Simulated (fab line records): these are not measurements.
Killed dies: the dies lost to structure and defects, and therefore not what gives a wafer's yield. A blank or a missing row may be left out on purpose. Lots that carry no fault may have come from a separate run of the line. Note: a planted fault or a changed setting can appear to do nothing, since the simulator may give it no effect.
fab line records + flow nandHarc
[record]
- lots = 13
- wafers = 39
- lastDay = 32
route steps=1302 shown A_CONTACT@1090 A_BLC@1114
lots that met no fault: from a run of the same line without faults
startH: hours from the record's first day to the start of the lot's first wafer shown + waitH: hours since the lot's step before + " repeats the value in the row above + L1.1+2: several wafers, shown together as one row + - either no value or no given start + * or withheld: withheld + < > ~ a bound
route shown NAME@n: a module of which the file shows steps, and the number in the route of the first + usual: mean/standard deviation taken from wafers without a fault + same: alike in all rows + chamber/n: place in a boat + sites: the reading at each site + _std_site: how widely they spread, as a standard deviation + _edge_site: mean of outer sites minus mean of inner sites + radiusMm: how far each site lies from the wafer's centre + mask NAME#n: copy n + behind: tool/chamber where the wafer was last shaped + hold: why the lot went on hold/how many hours it stayed there/how the hold came to an end + device: names the non-switching transistor (n, p or np) + end of line: at the end of the route, the tests of the same wafers + a step with no rows: only its recipe + killed: count of dies lost to structure and defects at first sort (not the wafer's yield) + map: a wafer's dies, marking killed ones x, the rest . and places with no die _
set.NAME: the setting as run; set.NAME@STEP: as run at that earlier step + model.NAME: the simulator's own value behind a step, which no gauge read
a sample of lots followed through the steps of the route, with each step as a table and each wafer as a row
services: when a tool's chamber went out of use (startH, in hours from the record's first day, below 0 if earlier), for how many hours, and the reason
[[steps]]
[step NHARC_A_CONTACT_ETCH_138]
[recipe]
- sourceW = withheld
- pressureMtorr = 20
- biasV = 1200
- timeS = 311
- targetDepthA = 19140
- arFlowSccm = withheld
- c4f8FlowSccm = withheld
- o2FlowSccm = withheld
- chemistry = C4F8/O2/Ar
| lot.wafer | tool          | chamber | startH | waitH | rfHoursCounterH |
|-----------|---------------|---------|--------|-------|-----------------|
| L651.2    | harCapEtch-03 | 0       | 516.31 | 0.2   | 44              |
| L651.1    | "             | 1       | "      | "     | 44              |
| L651.6    | "             | 0       | "      | "     | -               |
| L653.1    | harCapEtch-02 | 0       | 531.86 | 0.2   | 94              |
| L653.4    | "             | 0       | "      | "     | -               |
| L653.5    | "             | 0       | "      | "     | -               |
| L652.1    | harCapEtch-01 | 0       | 536.71 | 0.2   | 7               |
| L652.4    | "             | 0       | "      | "     | -               |
| L652.5    | "             | 0       | "      | "     | -               |
| L654.2    | harCapEtch-03 | 0       | 537.92 | 0.2   | 49              |
| L654.4    | "             | 1       | "      | "     | -               |
| L654.5    | "             | 1       | "      | "     | -               |
| L658.1    | harCapEtch-02 | 0       | 586.55 | 0.2   | 102             |
| L658.4    | "             | 1       | "      | "     | -               |
| L658.5    | "             | 0       | "      | "     | -               |
| L659.4    | harCapEtch-03 | 0       | 591.98 | 0.2   | -               |
| L659.3    | "             | 1       | "      | "     | -               |
| L659.5    | "             | 0       | "      | "     | -               |
| L663.1    | harCapEtch-02 | 1       | 645.67 | 0.2   | 111             |
| L663.3    | "             | 1       | "      | "     | -               |
| L663.4    | "             | 0       | "      | "     | -               |
| L667.2    | harCapEtch-03 | 0       | 667.49 | 0.3   | 69              |
| L667.4    | "             | 1       | "      | "     | -               |
| L667.5    | "             | 0       | "      | "     | -               |
| L668.2    | harCapEtch-01 | 1       | 668.77 | 0.2   | 32              |
| L668.3    | "             | 0       | "      | "     | -               |
| L668.4    | "             | 1       | "      | "     | -               |
| L670.2    | harCapEtch-01 | 1       | 692.76 | 0.2   | 37              |
| L670.1    | "             | 0       | "      | "     | 37              |
| L670.5    | "             | 0       | "      | "     | -               |
| L671.2    | harCapEtch-01 | 0       | 712.43 | 0.2   | 42              |
| L671.1    | "             | 1       | "      | "     | 42              |
| L671.3    | "             | 1       | "      | "     | -               |
| L674.1    | harCapEtch-02 | 0       | 718.35 | 0.2   | 128             |
| L674.3    | "             | 0       | "      | "     | -               |
| L674.5    | "             | 0       | "      | "     | -               |
| L673.1    | harCapEtch-01 | 1       | 724.53 | 0.2   | 44              |
| L673.4    | "             | 0       | "      | "     | -               |
| L673.6    | "             | 1       | "      | "     | -               |
[step NHARC_A_CONTACT_CVD_19]
[recipe]
- targetThkA = 3000
- tempC = 300
- pressureTorr = 40
- wf6FlowSccm = 40
- h2FlowSccm = 1600
- arFlowSccm = 1560
- timeS = 802
- material = W
[usual]
- heaterPowerW = 470/91
- mfcArSccm = 1559/4.4
- throttleValvePct = 8.0/0.31
| lot.wafer | tool    | chamber | startH | waitH | heaterPowerW | mfcArSccm | throttleValvePct |
|-----------|---------|---------|--------|-------|--------------|-----------|------------------|
| L651.1    | cvdW-02 | 1       | -      | -     | 552          | 1557      | 8.1              |
| L651.2    | "       | 0       | "      | "     | 566          | 1557      | 7.6              |
| L651.6    | "       | 1       | "      | "     | 556          | 1561      | 7.8              |
| L653.1    | cvdW-02 | 0       | -      | -     | 570          | 1563      | 7.5              |
| L653.4    | "       | 1       | "      | "     | 558          | 1557      | 8.1              |
| L653.5    | "       | 0       | "      | "     | 562          | 1561      | 7.6              |
| L652.1    | cvdW-02 | 1       | -      | -     | 539          | 1558      | 7.9              |
| L652.4    | "       | 0       | "      | "     | 575          | 1563      | 7.6              |
| L652.5    | "       | 0       | "      | "     | 567          | 1563      | 7.5              |
| L654.2    | cvdW-01 | 1       | -      | -     | 431          | 1559      | 8.4              |
| L654.4    | "       | 0       | "      | "     | 357          | 1555      | 8.3              |
| L654.5    | "       | 1       | "      | "     | 421          | 1562      | 8.5              |
| L658.1    | cvdW-02 | 1       | -      | -     | 560          | 1557      | 8.3              |
| L658.4    | "       | 1       | "      | "     | 560          | 1561      | 8.3              |
| L658.5    | "       | 1       | "      | "     | 564          | 1556      | 8.2              |
| L659.3    | cvdW-02 | 1       | -      | -     | 554          | 1562      | 8.2              |
| L659.4    | "       | 0       | "      | "     | 556          | 1549      | 7.7              |
| L659.5    | "       | 0       | "      | "     | 566          | 1559      | 7.8              |
| L663.1    | cvdW-01 | 0       | -      | -     | 336          | 1550      | 8.1              |
| L663.4    | "       | 0       | "      | "     | 342          | 1551      | 8.2              |
| L663.3    | "       | 1       | "      | "     | 427          | 1563      | 8.5              |
| L667.2    | cvdW-01 | 1       | -      | -     | 430          | 1554      | 8.4              |
| L667.4    | "       | 0       | "      | "     | 339          | 1551      | 8.2              |
| L667.5    | "       | 1       | "      | "     | 418          | 1567      | 8.1              |
| L668.2    | cvdW-02 | 0       | -      | -     | 557          | 1558      | 7.8              |
| L668.4    | "       | 1       | "      | "     | 530          | 1556      | 7.4              |
| L668.3    | "       | 0       | "      | "     | 561          | 1556      | 7.8              |
| L670.2    | cvdW-01 | 0       | -      | -     | 340          | 1562      | 8.3              |
| L670.1    | "       | 1       | "      | "     | 423          | 1551      | 8.2              |
| L670.5    | "       | 1       | "      | "     | 423          | 1562      | 8.5              |
| L671.1    | cvdW-01 | 1       | -      | -     | 430          | 1560      | 8.0              |
| L671.2    | "       | 0       | "      | "     | 346          | 1557      | 7.9              |
| L671.3    | "       | 1       | "      | "     | 414          | 1558      | 8.3              |
| L674.1    | cvdW-01 | 0       | -      | -     | 347          | 1555      | 7.9              |
| L674.3    | "       | 1       | "      | "     | 435          | 1561      | 8.8              |
| L674.5    | "       | 1       | "      | "     | 435          | 1556      | 8.3              |
| L673.1    | cvdW-01 | 0       | -      | -     | 334          | 1553      | 8.4              |
| L673.4    | "       | 0       | "      | "     | 352          | 1557      | 8.3              |
| L673.6    | "       | 1       | "      | "     | 431          | 1560      | 8.3              |
[step NHARC_A_BLC_EXPOSE_07]
[recipe]
- na = 1.35
- targetCdNm = 100
- doseMj = 67.97
- maskId = A_BLC
| lot.wafer  | tool           | chamber | startH | waitH | mask    |
|------------|----------------|---------|--------|-------|---------|
| L651.1+2+6 | arfiScanner-02 | 0       | 520.42 | -     | A_BLC#0 |
| L653.1+4+5 | arfiScanner-03 | 0       | 535.93 | -     | A_BLC#0 |
| L652.1+4+5 | arfiScanner-02 | 0       | 541.01 | -     | A_BLC#0 |
| L654.2+4+5 | arfiScanner-02 | 0       | 541.75 | -     | A_BLC#0 |
| L658.1+4+5 | arfiScanner-02 | 0       | 590.40 | -     | A_BLC#0 |
| L659.3+4+5 | arfiScanner-02 | 0       | 595.67 | -     | A_BLC#0 |
| L663.1+3+4 | arfiScanner-02 | 0       | 649.55 | -     | A_BLC#0 |
| L667.2+4+5 | arfiScanner-01 | 0       | 671.53 | -     | A_BLC#0 |
| L668.2+3+4 | arfiScanner-03 | 0       | 672.72 | -     | A_BLC#0 |
| L670.1+2+5 | arfiScanner-01 | 0       | 696.70 | -     | A_BLC#0 |
| L671.1+2+3 | arfiScanner-01 | 0       | 716.26 | -     | A_BLC#0 |
| L674.1+3+5 | arfiScanner-03 | 0       | 722.14 | -     | A_BLC#0 |
| L673.1+4+6 | arfiScanner-03 | 0       | 728.28 | -     | A_BLC#0 |
[step NHARC_A_BLC_CD_MEAS_10]
[recipe]
- targetCdNm = 100
- landingEnergyEv = 500
[usual]
- cdNm = 99.9/0.85
| lot.wafer | tool     | chamber | startH | waitH | cdNm  |
|-----------|----------|---------|--------|-------|-------|
| L651.1    | cdSem-03 | 0       | 520.56 | -     | 99.5  |
| L651.2    | "        | 0       | "      | "     | 100.3 |
| L651.6    | "        | 0       | "      | "     | 100.5 |
| L653.1    | cdSem-01 | 0       | 536.07 | -     | 98.9  |
| L653.4    | "        | 0       | "      | "     | 99.1  |
| L653.5    | "        | 0       | "      | "     | 100.1 |
| L652.1    | cdSem-03 | 0       | 541.16 | -     | 99.7  |
| L652.4    | "        | 0       | "      | "     | 98.6  |
| L652.5    | "        | 0       | "      | "     | 99.6  |
| L654.2    | cdSem-01 | 0       | 541.89 | -     | 100.9 |
| L654.4    | "        | 0       | "      | "     | 99.9  |
| L654.5    | "        | 0       | "      | "     | 100.1 |
| L658.1    | cdSem-01 | 0       | 590.55 | -     | 100.1 |
| L658.4    | "        | 0       | "      | "     | 100.3 |
| L658.5    | "        | 0       | "      | "     | 100.9 |
| L659.3    | cdSem-01 | 0       | 595.80 | -     | 98.8  |
| L659.4    | "        | 0       | "      | "     | 100.6 |
| L659.5    | "        | 0       | "      | "     | 100.2 |
| L663.1    | cdSem-02 | 0       | 649.68 | -     | 100.8 |
| L663.3    | "        | 0       | "      | "     | 100.7 |
| L663.4    | "        | 0       | "      | "     | 100.3 |
| L667.2    | cdSem-02 | 0       | 671.67 | -     | 99.1  |
| L667.4    | "        | 0       | "      | "     | 100.6 |
| L667.5    | "        | 0       | "      | "     | 99.8  |
| L668.2    | cdSem-03 | 0       | 672.86 | -     | 100.0 |
| L668.3    | "        | 0       | "      | "     | 99.7  |
| L668.4    | "        | 0       | "      | "     | 98.9  |
| L670.1    | cdSem-03 | 0       | 696.84 | -     | 100.3 |
| L670.2    | "        | 0       | "      | "     | 99.7  |
| L670.5    | "        | 0       | "      | "     | 98.1  |
| L671.1    | cdSem-01 | 0       | 716.40 | -     | 99.9  |
| L671.2    | "        | 0       | "      | "     | 100.6 |
| L671.3    | "        | 0       | "      | "     | 101.6 |
| L674.1    | cdSem-01 | 0       | 722.28 | -     | 98.7  |
| L674.3    | "        | 0       | "      | "     | 100.6 |
| L674.5    | "        | 0       | "      | "     | 98.9  |
| L673.1    | cdSem-03 | 0       | 728.42 | -     | 100.7 |
| L673.4    | "        | 0       | "      | "     | 100.9 |
| L673.6    | "        | 0       | "      | "     | 100.6 |
[step NHARC_A_BLC_OVL_MEAS_11]
[usual]
- overlayXNm = -0.1/0.69
- overlayYNm = -0.1/0.6
| lot.wafer | tool       | chamber | startH | waitH | overlayXNm | overlayYNm |
|-----------|------------|---------|--------|-------|------------|------------|
| L651.1    | overlay-02 | -       | 520.64 | -     | -0.2       | -0.6       |
| L651.2    | "          | -       | "      | "     | -0.7       | -1.1       |
| L651.6    | "          | -       | "      | "     | -0.7       | -1.4       |
| L653.1    | overlay-02 | -       | 536.16 | -     | -0.4       | 1.0        |
| L653.4    | "          | -       | "      | "     | -0.2       | 0.7        |
| L653.5    | "          | -       | "      | "     | -0.7       | 1.2        |
| L652.1    | overlay-01 | -       | 541.25 | -     | -0.9       | -0.7       |
| L652.4    | "          | -       | "      | "     | -0.6       | -0.9       |
| L652.5    | "          | -       | "      | "     | -0.5       | -0.5       |
| L654.2    | overlay-02 | -       | 541.97 | -     | 0.3        | 0.3        |
| L654.4    | "          | -       | "      | "     | 1.0        | 0.6        |
| L654.5    | "          | -       | "      | "     | 0.4        | 0.8        |
| L658.1    | overlay-01 | -       | 590.63 | -     | 34.4       | -0.1       |
| L658.4    | "          | -       | "      | "     | 34.6       | 0.4        |
| L658.5    | "          | -       | "      | "     | 34.3       | -0.2       |
| L659.3    | overlay-01 | -       | 595.89 | -     | 33.2       | -1.0       |
| L659.4    | "          | -       | "      | "     | 32.9       | -1.5       |
| L659.5    | "          | -       | "      | "     | 33.8       | -0.6       |
| L663.1    | overlay-01 | -       | 649.77 | -     | 33.3       | 0.9        |
| L663.3    | "          | -       | "      | "     | 32.6       | 0.2        |
| L663.4    | "          | -       | "      | "     | 33.2       | 1.0        |
| L667.2    | overlay-01 | -       | 671.75 | -     | -0.4       | -1.2       |
| L667.4    | "          | -       | "      | "     | -0.5       | -0.8       |
| L667.5    | "          | -       | "      | "     | -0.4       | -0.9       |
| L668.2    | overlay-01 | -       | 672.95 | -     | -1.1       | 1.2        |
| L668.3    | "          | -       | "      | "     | -1.0       | 0.7        |
| L668.4    | "          | -       | "      | "     | -0.8       | 1.0        |
| L670.1    | overlay-02 | -       | 696.93 | -     | 0.5        | 0.7        |
| L670.2    | "          | -       | "      | "     | 0.5        | 0.4        |
| L670.5    | "          | -       | "      | "     | 1.1        | 0.5        |
| L671.1    | overlay-02 | -       | 716.49 | -     | 0.6        | 0.0        |
| L671.2    | "          | -       | "      | "     | 0.4        | -0.5       |
| L671.3    | "          | -       | "      | "     | 0.2        | -0.2       |
| L674.1    | overlay-01 | -       | 722.37 | -     | -0.3       | 0.4        |
| L674.3    | "          | -       | "      | "     | -0.4       | 0.4        |
| L674.5    | "          | -       | "      | "     | -0.6       | 0.4        |
| L673.1    | overlay-02 | -       | 728.50 | -     | -0.1       | 0.1        |
| L673.4    | "          | -       | "      | "     | 0.0        | -0.3       |
| L673.6    | "          | -       | "      | "     | -0.3       | 0.7        |
[[services]]
| tool           | chamber | startH | hours | kind      |
|----------------|---------|--------|-------|-----------|
| harCapEtch-01  | -       | 497.00 | 17.0  | pm        |
| arfiScanner-03 | -       | 505.50 | 0.9   | repair    |
| arfiScanner-03 | -       | 538.18 | 1.1   | repair    |
| arfiScanner-03 | -       | 540.00 | 4.0   | pm        |
| cvdW-01        | -       | 547.00 | 13.0  | pm        |
| cvdW-01        | 0       | 547.00 | 13.0  | ventCycle |
| cvdW-01        | 1       | 547.00 | 13.0  | ventCycle |
| cvdW-01        | 0       | 560.00 | -     | clean     |
| cvdW-01        | 1       | 560.00 | -     | clean     |
| arfiScanner-01 | -       | 596.00 | 4.0   | pm        |
| cvdW-02        | -       | 631.00 | 13.0  | pm        |
| cvdW-02        | 0       | 631.00 | 13.0  | ventCycle |
| cvdW-02        | 1       | 631.00 | 13.0  | ventCycle |
| arfiScanner-02 | -       | 643.59 | 3.0   | repair    |
| cvdW-02        | 0       | 644.00 | -     | clean     |
| arfiScanner-01 | -       | 654.79 | 1.3   | repair    |
| arfiScanner-02 | -       | 656.00 | 4.0   | pm        |
| cvdW-01        | -       | 662.00 | 1.0   | repair    |
| cvdW-01        | 1       | 687.74 | 5.1   | repair    |
| arfiScanner-02 | -       | 700.63 | 1.0   | repair    |
| arfiScanner-03 | -       | 712.00 | 4.0   | pm        |
| cvdW-01        | -       | 728.00 | 13.0  | pm        |
| cvdW-01        | 0       | 728.00 | 13.0  | ventCycle |
| cvdW-01        | 1       | 728.00 | 13.0  | ventCycle |
[[key]]
[firstSign]
- step = NHARC_A_BLC_OVL_MEAS_11
- reading = overlayXNm
- direction = up
- sigmas = 49
- usual = -0.1
- struck = 33.6
effect none on later readings
metAt NHARC_A_BLC_EXPOSE_07
struckLots L658,L659,L663
testerLeftOut L658,L659,L663
notActingAt NHARC_A_CONTACT_ETCH_138,NHARC_A_CONTACT_CVD_19,NHARC_A_BLC_CD_MEAS_10
onsetBetween 541.75 590.40
[fault]
- kind = scannerMatchingOverlay
- tool = arfiScanner-02
- chamber = -
- onsetH = 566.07
- steps = NHARC_A_BLC_EXPOSE_07
- offset = 33.638
// testerLeftOut: of these lots the tester's yield and bins aren't shown, on N5 and GAA mostly nor the transistor test; their killed dies are dies lost to structure and defects alone, not to doping, threshold or leakage, so they don't give the yield
